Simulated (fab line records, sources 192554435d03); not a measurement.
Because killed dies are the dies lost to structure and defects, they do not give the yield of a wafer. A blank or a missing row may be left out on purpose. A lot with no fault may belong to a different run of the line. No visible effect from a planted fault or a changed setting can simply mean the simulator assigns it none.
Code-filled problem report in 8D (eight disciplines) form	flow n5 finfet	the parts of the form that need people (team, actions taken, sign-off) are left out

1. WHAT WENT WRONG
Wafers without a fault read 61.1 nm, standard deviation 1.3; thk nm at N5_SD_EPI_P_EPI_MEAS_23 reads a mean of 38.0 nm on 4 wafers belonging to 3 lots. Measured from the usual mean, that is -18 standard deviations.
The first sign was on wafer L101.3 at day 6 01:20, on film metro-02. Wafers with a number at this step in the record: 22, from 8 lots. Rule for "out" (also "out of limits"): further than 4 standard deviations from the usual mean. The rest of the wafers with a number are treated as sound.

2. WHAT THIS IS AND IS NOT
question	is	is not
which readings at this step	thk nm	-
which lots	L101, L104, L105	L110, L112, L113, L994, L995
which wafers of those lots	L101.3, L101.6, L104.3, L105.6	L104.2, L104.4, L105.5
read on which gauges	film metro-01, film metro-02	-
when	from day 6 01:20	up to then (6 sound wafers); but 12 sound wafers of L104, L105, L110, L112, L113 came after

3. THE SUSPECTS, EACH WITH WHAT RULES IT OUT
Counting: a tool at a process step up to the reading stays a suspect if it ran every lot that is out. Sound lots after the first of them don't rule it out here, since some wafers of a struck lot are sound.
- ruled out: the gauge at N5_SD_EPI_P_EPI_MEAS_23. Those wafers that are out were read across 2 gauges (film metro-01, film metro-02).
- epi rpcvd-02 at N5_SD_EPI_P_EPI_21 (deposits SiGe:B, time 355 s): kept. It processed each lot that is out (first: L101, day 5 23:52); up to then, its last sound lot is L994 (day 3 23:40).
Left after counting: epi rpcvd-02 at N5_SD_EPI_P_EPI_21.

4. THE CAUSE (what the simulator had put in)
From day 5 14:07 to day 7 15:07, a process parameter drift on epi rpcvd-02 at N5_SD_EPI_P_EPI_21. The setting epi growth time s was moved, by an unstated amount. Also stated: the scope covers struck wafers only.
Only this tool survived the counting.

5. THE EFFECT CHAIN, in route order
One row per reading whose mean, taken over the struck wafers that have a number, lies over 3 standard deviations from the usual. Only readings for which the record gives a usual standard deviation are gone through. hours: the time from each lot's start at the first step in this table that gives one to its start at this step, as a median over the lots. sigmas: the change in usual standard deviations.
hours	step	reading	usual	on struck wafers	change	sigmas
0	N5_SD_EPI_P_EPI_MEAS_23	thk nm	61.1 nm	38.0	-23.1	-18
1	N5_SD_ACTIVATION_RS_MEAS_03	RS_SD_P	56.1 ohm/sq	89.4	+33.3	+38
102	N5_BEOL_M4_RC_MEAS_101	ION_P	464 uA/um	429	-35	-4.0
102	N5_BEOL_M4_RC_MEAS_101	REXT_P	101.2 ohm.um	121.7	+20.5	+7.3
102	N5_BEOL_M4_RC_MEAS_101	RS_SD_P	66.0 ohm/sq	105.0	+39.0	+39
102	N5_BEOL_M4_RC_MEAS_101	VT_P	-249 mV	-261	-12	-3.4
102	N5_BEOL_M4_RC_MEAS_101	VT_P_LVT	-98.0 mV	-110.5	-12.5	-4.3
218	N5_PASSIVATION_PROBE_49	sort_bin_8_speed	0.00 %	20.72	+20.72	+99 or more
218	N5_PASSIVATION_PROBE_49	sort n pass	1073	826	-247	-16
218	N5_PASSIVATION_PROBE_49	sort yield pct	91.0 %	70.0	-21.0	-16
Its process steps:
- N5_PASSIVATION_PROBE_49

6. WHAT WOULD HAVE CAUGHT IT SOONER
Counted from the fault's start at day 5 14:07, it took 11 hours until the first out-of-limits reading at a measuring or inspecting step in this record, taken at day 6 01:20.
L104, L105, from the lots that are out (3), started N5_SD_EPI_P_EPI_21 on epi rpcvd-02 later than day 6 01:20. A hold on the tool at that time would have spared those 2.
